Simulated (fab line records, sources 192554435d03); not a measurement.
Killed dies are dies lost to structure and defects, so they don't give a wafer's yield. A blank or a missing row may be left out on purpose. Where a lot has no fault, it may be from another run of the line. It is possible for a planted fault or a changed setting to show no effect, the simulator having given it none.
Which tool did it?    flow n5Finfet    Sampling: 24 lots, 72 wafers, 4 of 1938 route steps

== WHAT THE GAUGES SHOWED, per wafer ==
N5_DUMMY_GATE_INSPECT_17: inspects for defects (brightfield).
lot   measured     on                rawDefectCount
L074  day 3 04:37  defectInspect-01  150 205 134
L075  day 3 07:08  defectInspect-01  263 242 253
L076  day 3 12:29  defectInspect-02  221 198 147
L077  day 3 16:25  defectInspect-02  180 238 185
L078  day 3 23:18  defectInspect-02  179 256 323
L079  day 4 04:07  defectInspect-01  212 243 236
L080  day 4 09:05  defectInspect-02  195 296 247
L081  day 4 17:53  defectInspect-02  120 138 171
L082  day 4 21:07  defectInspect-02  195 331 182
L083  day 5 05:26  defectInspect-01  165 143 109
L084  day 5 10:11  defectInspect-01  206 174 198
L085  day 6 00:05  defectInspect-02  211 273 280
L086  day 6 03:58  defectInspect-01  188 205 133
L087  day 6 05:32  defectInspect-02  225 247 189
L088  day 6 11:54  defectInspect-02  253 322 289
L089  day 6 17:41  defectInspect-02  143 175 189
L090  day 6 21:38  defectInspect-02  212 187 290
L091  day 7 07:04  defectInspect-01  120 144 178
L092  day 7 09:56  defectInspect-01  89 197 244
L093  day 7 18:57  defectInspect-01  180 234 162
L094  day 7 23:42  defectInspect-02  202 220 163
L095  day 8 05:13  defectInspect-01  209 184 153
L096  day 8 11:38  defectInspect-01  194 200 192
L097  day 8 15:50  defectInspect-01  203 128 122

N5_SDB_CD_MEAS_11: the cd target is 50 nm.
lot   measured     on        cdNm (nm)
L074  day 4 00:00  cdSem-03  51.4 49.5 53.2
L075  day 4 02:02  cdSem-03  51.8 49.5 50.5
L076  day 4 08:10  cdSem-02  49.2 52.0 49.6
L077  day 4 12:13  cdSem-03  50.5 50.9 51.0
L078  day 4 19:45  cdSem-03  49.7 51.8 51.2
L079  day 5 00:53  cdSem-03  49.5 49.3 50.1
L080  day 5 05:58  cdSem-01  52.7 52.6 49.4
L081  day 5 12:23  cdSem-02  51.0 51.1 52.5
L082  day 5 18:06  cdSem-02  50.3 50.2 53.5
L083  day 6 00:48  cdSem-02  50.9 51.1 49.7
L084  day 6 05:08  cdSem-03  50.3 51.2 49.1
L085  day 6 18:13  cdSem-02  53.6 50.6 53.4
L086  day 6 23:16  cdSem-03  50.6 53.1 53.0
L087  day 7 00:49  cdSem-03  51.7 50.3 52.7
L088  day 7 07:26  cdSem-01  52.6 50.6 52.8
L089  day 7 13:13  cdSem-03  51.6 48.8 51.0
L090  day 7 15:54  cdSem-01  49.5 50.2 50.4
L091  day 8 01:16  cdSem-01  50.7 52.6 52.0
L092  day 8 03:53  cdSem-03  50.8 53.1 48.7
L093  day 8 13:35  cdSem-02  52.0 51.9 49.6
L094  day 8 18:40  cdSem-02  53.7 50.3 53.5
L095  day 9 01:15  cdSem-02  53.0 49.8 51.1
L096  day 9 06:59  cdSem-03  48.5 49.1 50.3
L097  day 9 11:42  cdSem-02  50.4 51.1 50.3

N5_SDB_INSPECT_13: inspects for defects (brightfield).
lot   measured     on                rawDefectCount
L074  day 4 00:03  defectInspect-02  65 65 78
L075  day 4 02:06  defectInspect-02  64 48 65
L076  day 4 08:14  defectInspect-02  117 89 113
L077  day 4 12:16  defectInspect-01  77 85 93
L078  day 4 19:48  defectInspect-02  118 100 109
L079  day 5 00:58  defectInspect-02  152 84 53
L080  day 5 06:01  defectInspect-01  72 88 101
L081  day 5 12:27  defectInspect-02  76 80 39
L082  day 5 18:09  defectInspect-02  80 63 95
L083  day 6 00:52  defectInspect-01  34 44 128
L084  day 6 05:11  defectInspect-02  79 52 58
L085  day 6 18:16  defectInspect-02  48 107 84
L086  day 6 23:19  defectInspect-01  40 43 41
L087  day 7 00:53  defectInspect-01  86 93 41
L088  day 7 07:29  defectInspect-01  77 43 61
L089  day 7 13:16  defectInspect-02  46 35 58
L090  day 7 15:57  defectInspect-02  96 104 129
L091  day 8 01:19  defectInspect-01  89 57 71
L092  day 8 03:56  defectInspect-01  36 28 36
L093  day 8 13:38  defectInspect-01  65 61 92
L094  day 8 18:44  defectInspect-01  118 77 85
L095  day 9 01:19  defectInspect-01  76 87 97
L096  day 9 07:02  defectInspect-01  76 37 29
L097  day 9 11:45  defectInspect-01  44 142 50

== TOOL THAT RAN EACH LOT (tool first, then ch and the chambers of the sampled wafers, then the start) ==
lot   N5_SD_ACTIVATION_RTA_00
L074  rtpAnneal-02 ch 0, day 3 16:34
L075  rtpAnneal-02 ch 0, day 3 18:19
L076  rtpAnneal-01 ch 0, day 4 00:06
L077  rtpAnneal-02 ch 0, day 4 04:46
L078  rtpAnneal-02 ch 0, day 4 11:52
L079  rtpAnneal-02 ch 0, day 4 15:37
L080  rtpAnneal-01 ch 0, day 4 22:16
L081  rtpAnneal-02 ch 0, day 5 04:46
L082  rtpAnneal-02 ch 0, day 5 10:29
L083  rtpAnneal-02 ch 0, day 5 17:07
L084  rtpAnneal-01 ch 0, day 5 21:23
L085  rtpAnneal-02 ch 0, day 6 10:48
L086  rtpAnneal-02 ch 0, day 6 15:52
L087  rtpAnneal-02 ch 0, day 6 17:14
L088  rtpAnneal-02 ch 0, day 6 23:57
L089  rtpAnneal-01 ch 0, day 7 05:53
L090  rtpAnneal-02 ch 0, day 7 08:28
L091  rtpAnneal-02 ch 0, day 7 17:25
L092  rtpAnneal-01 ch 0, day 7 20:17
L093  rtpAnneal-02 ch 0, day 8 05:27
L094  rtpAnneal-02 ch 0, day 8 10:43
L095  rtpAnneal-01 ch 0, day 8 17:31
L096  rtpAnneal-02 ch 0, day 8 23:04
L097  rtpAnneal-02 ch 0, day 9 03:43
- N5_SD_ACTIVATION_RTA_00: time 0 s.

== AS READ BY THE TOOLS THEMSELVES (means over the sampled wafers that have a number; for cases with no such wafer, the mark the record gives instead) ==
N5_SD_ACTIVATION_RTA_00.
lot   tool          lampPowerPct (%)  lamp_zone_3_pct (%)  lamp_zone_4_pct (%)  lamp_zone_5_pct (%)  wafer_temp_C_max
L074  rtpAnneal-02  9.00              8.972                8.952                8.940                974.0
L075  rtpAnneal-02  8.96              8.961                8.939                8.952                974.6
L076  rtpAnneal-01  8.97              8.937                8.970                8.940                975.3
L077  rtpAnneal-02  8.96              8.959                8.937                8.950                972.4
L078  rtpAnneal-02  8.91              8.955                8.969                8.957                974.9
L079  rtpAnneal-02  8.97              8.953                8.945                8.970                973.8
L080  rtpAnneal-01  8.98              8.934                8.958                8.961                973.7
L081  rtpAnneal-02  9.02              8.923                8.920                8.968                974.4
L082  rtpAnneal-02  8.97              8.965                8.934                8.945                975.2
L083  rtpAnneal-02  9.00              8.937                8.950                8.949                977.3
L084  rtpAnneal-01  8.99              8.961                8.953                8.951                974.3
L085  rtpAnneal-02  8.94              8.971                8.962                8.971                973.5
L086  rtpAnneal-02  8.99              8.970                8.972                8.946                976.9
L087  rtpAnneal-02  8.92              8.908                8.965                8.966                975.4
L088  rtpAnneal-02  8.93              8.952                8.954                8.959                974.3
L089  rtpAnneal-01  8.98              8.958                8.935                8.943                973.5
L090  rtpAnneal-02  8.97              8.977                8.941                8.946                975.4
L091  rtpAnneal-02  8.93              8.966                8.944                8.966                975.4
L092  rtpAnneal-01  8.91              8.981                8.945                8.946                974.5
L093  rtpAnneal-02  8.96              8.945                8.938                8.935                970.6
L094  rtpAnneal-02  8.91              8.955                8.973                8.922                975.6
L095  rtpAnneal-01  8.89              8.942                8.933                8.932                974.9
L096  rtpAnneal-02  8.92              8.940                8.949                8.960                974.9
L097  rtpAnneal-02  8.92              8.914                8.932                8.947                974.9

== THE ANSWER, worked out from the rows above alone ==
Rule: usual is defined by the lots themselves. The widest of any qualifying gaps counts: lots, ordered by their means at a reading, are off when they make up no more than a third of the lots, leave a main group of 4 or more, and stand apart from it by 3 or more times the standard deviation of that group's means. A main group is skipped when, at the precision printed for the reading in the tables above, its means are all equal. A lot without any number at a reading at which 4 lots or more have one is off too. Where the step has rows for the other lots, those lots are counted as sound. After the gauges, taken in route order, come the tools' own readings; for these a lot's mean is taken, as printed above. The first step at which some lot is off is used, and at that step the reading that is off furthest; a lot without a number counts as furthest.
No lot is off at any reading shown: from this, nothing can be told.

== WHAT WAS PUT IN BY THE SIMULATOR ==
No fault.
